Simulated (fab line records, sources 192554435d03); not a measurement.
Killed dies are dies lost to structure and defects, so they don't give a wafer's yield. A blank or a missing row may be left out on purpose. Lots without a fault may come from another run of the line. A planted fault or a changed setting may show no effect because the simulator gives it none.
Chamber matching | flow n5_finfet | N5_GATE_CUT_CMP_23 on cmp-03: 4 sister chambers
The step polishes, stops on SiO2, t overpolish 23.4 s, target thk 16 nm. 4 wafers are shown with their chamber, then 8 later ones without.

WAFERS WITH THEIR CHAMBER
wafer  | chamber | motor_current_A (A)
L080.1 | 0       | 9.8
L082.1 | 3       | 9.8
L082.2 | 2       | 7.9
L083.3 | 1       | 10.5

WAFERS WITHOUT THEIR CHAMBER
wafer  | motor_current_A (A)
L083.4 | 9.7
L083.5 | 7.3
L088.1 | 10.4
L088.3 | 7.4
L088.5 | 7.5
L089.1 | 7.3
L089.5 | 9.4
L089.6 | 7.9

WHICH CHAMBER EACH WENT THROUGH
wafer  | from the rows above          | in truth
L083.4 | can't be placed: 0 or 3 or 1 | 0
L083.5 | 2                            | 2
L088.1 | can't be placed: 1 or 0 or 3 | 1
L088.3 | 2                            | 2
L088.5 | 2                            | 2
L089.1 | 2                            | 2
L089.5 | can't be placed: 0 or 3 or 1 | 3
L089.6 | 2                            | 2
Placed correctly: 5 of 8. Can't be placed from these rows: 3 (the true chamber is among the candidates in 3). Placed wrongly: 0.
How it was worked out, from the rows above alone: a wafer's distance from a chamber is the root of the sum, over the readings, of the square of ((its reading less the chamber's mean) divided by the reading's scatter). The wafer belongs to the nearest chamber; if the next one is less than 2 further off, it can't be placed. A chamber's mean is the mean of its shown wafers. The scatter: with one shown wafer a chamber, the root of the mean of the squares of how far each hidden wafer lies from its nearest shown one.
